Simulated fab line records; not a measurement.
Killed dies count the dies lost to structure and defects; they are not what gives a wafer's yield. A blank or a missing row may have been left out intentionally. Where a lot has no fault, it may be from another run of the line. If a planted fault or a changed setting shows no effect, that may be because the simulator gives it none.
A single fault, viewed from 3 desks / flow n5-finfet / every desk sees just its own numbers, and what lay behind them comes last

DESK OF THE TOOL OWNER: rie-diel-06
The tool's own readings at N5_BEOL_M10_ETCH_66 (etches SOC in N2/H2, target depth 120 nm, overetch 24 nm, time 180 s): means of the sampled wafers that have a number, for each lot that ran on this tool. Any lot whose mean is over 4 standard deviations away from the usual mean is out of limits and marked OUT; that distance is given in the brackets.
Columns: A = drypump-motor-current-A at N5_BEOL_M10_ETCH_66, usual 5.7 A; B = oes-product-au at N5_BEOL_M10_ETCH_66, usual 0.65 a.u.; C = rf-vpp-V at N5_BEOL_M10_ETCH_66, usual 523.7 V; D = run-length-s at N5_BEOL_M10_ETCH_66, usual 203.2 s; E = showerhead-plenum-p-Torr at N5_BEOL_M10_ETCH_66, usual 2.53 Torr; F = throttle-valve-pct at N5_BEOL_M10_ETCH_66, usual 17.88 %
lot=L650; first seen here=day 10 22:32; A=5.7; B=0.71; C=523.2; D=203.4; E=2.49; F=17.85
lot=L655; first seen here=day 11 19:09; A=6.0; B=0.76; C=524.2; D=203.1; E=2.55; F=17.70
lot=L657; first seen here=day 12 08:19; A=5.8; B=0.69; C=522.8; D=203.0; E=2.53; F=17.80
lot=L665; first seen here=day 13 23:14; A=6.1; B=0.71; C=524.5; D=208.2 (+12) OUT; E=2.58; F=17.65
lot=L668; first seen here=day 15 03:53; A=5.6; B=0.71; C=524.6; D=208.9 (+14) OUT; E=2.59; F=17.84
lot=L669; first seen here=day 15 15:04; A=5.7; B=0.71; C=527.2; D=208.6 (+13) OUT; E=2.64; F=17.70
Finding of this desk: L665, L668, L669 out of limits; the first was L665 at day 13 23:14, on run-length-s at N5_BEOL_M10_ETCH_66. L650, L655, L657: within limits.

THE DEFECT DESK
Lot by lot, what the route's inspections counted, given as the mean of those sampled wafers with a number. Any lot whose mean is over 4 standard deviations away from the usual mean is out of limits and marked OUT; that distance is given in the brackets.
Columns: A = raw-defect-count at N5_BEOL_M10_INSPECT_13, usual 406
lot=L649; first seen here=day 10 09:47; A=520
lot=L652; first seen here=day 10 18:53; A=517
lot=L651; first seen here=day 10 19:56; A=518
lot=L650; first seen here=day 10 20:13; A=369
lot=L653; first seen here=day 11 10:05; A=446
lot=L655; first seen here=day 11 17:52; A=424
lot=L656; first seen here=day 11 18:34; A=379
lot=L657; first seen here=day 12 07:05; A=317
lot=L659; first seen here=day 12 16:09; A=324
lot=L665; first seen here=day 13 21:49; A=372
lot=L668; first seen here=day 15 02:56; A=351
lot=L669; first seen here=day 15 13:58; A=422
Finding of this desk: none of the 12 lots has anything out of limits.

FROM THE METROLOGY DESK
What the gauges read, lot by lot, whatever tool the lot ran on: means of the sampled wafers that have a number. Any lot whose mean is over 4 standard deviations away from the usual mean is out of limits and marked OUT; that distance is given in the brackets.
Columns: A = M10_OVL at N5_BEOL_M10_OVL_MEAS_12, usual -0.4 nm
lot=L649; first seen here=day 10 09:46; A=-1.0
lot=L652; first seen here=day 10 18:52; A=0.2
lot=L651; first seen here=day 10 19:53; A=-0.1
lot=L650; first seen here=day 10 20:12; A=-0.5
lot=L653; first seen here=day 11 10:04; A=-0.3
lot=L655; first seen here=day 11 17:50; A=0.8
lot=L656; first seen here=day 11 18:32; A=-0.7
lot=L657; first seen here=day 12 07:04; A=0.8
lot=L659; first seen here=day 12 16:07; A=0.7
lot=L665; first seen here=day 13 21:47; A=-0.5
lot=L668; first seen here=day 15 02:55; A=-1.0
lot=L669; first seen here=day 15 13:57; A=-1.2
Finding of this desk: none of the 12 lots has anything out of limits.

PUT TOGETHER
An alarm could have come from the tool owner's desk at day 13 23:14, on L665, L668, L669.
No out-of-limits result turned up at the defect desk.
Nothing out of limits was seen by the metrology desk.
The defect desk has L665, L668, L669 on record, within its limits.
The metrology desk holds a record of L665, L668, L669, inside its limits.
Of the lots named, all ran N5_BEOL_M10_ETCH_66 on rie-diel-06.

WHAT HAD BEEN PUT IN BY THE SIMULATOR
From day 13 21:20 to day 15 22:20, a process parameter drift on rie-diel-06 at N5_BEOL_M10_ETCH_66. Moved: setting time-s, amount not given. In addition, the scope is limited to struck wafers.
Struck lots among those shown: L665, L668, L669.
Hours from the fault's start to each desk's first reading out of limits: the tool owner's desk, 2.
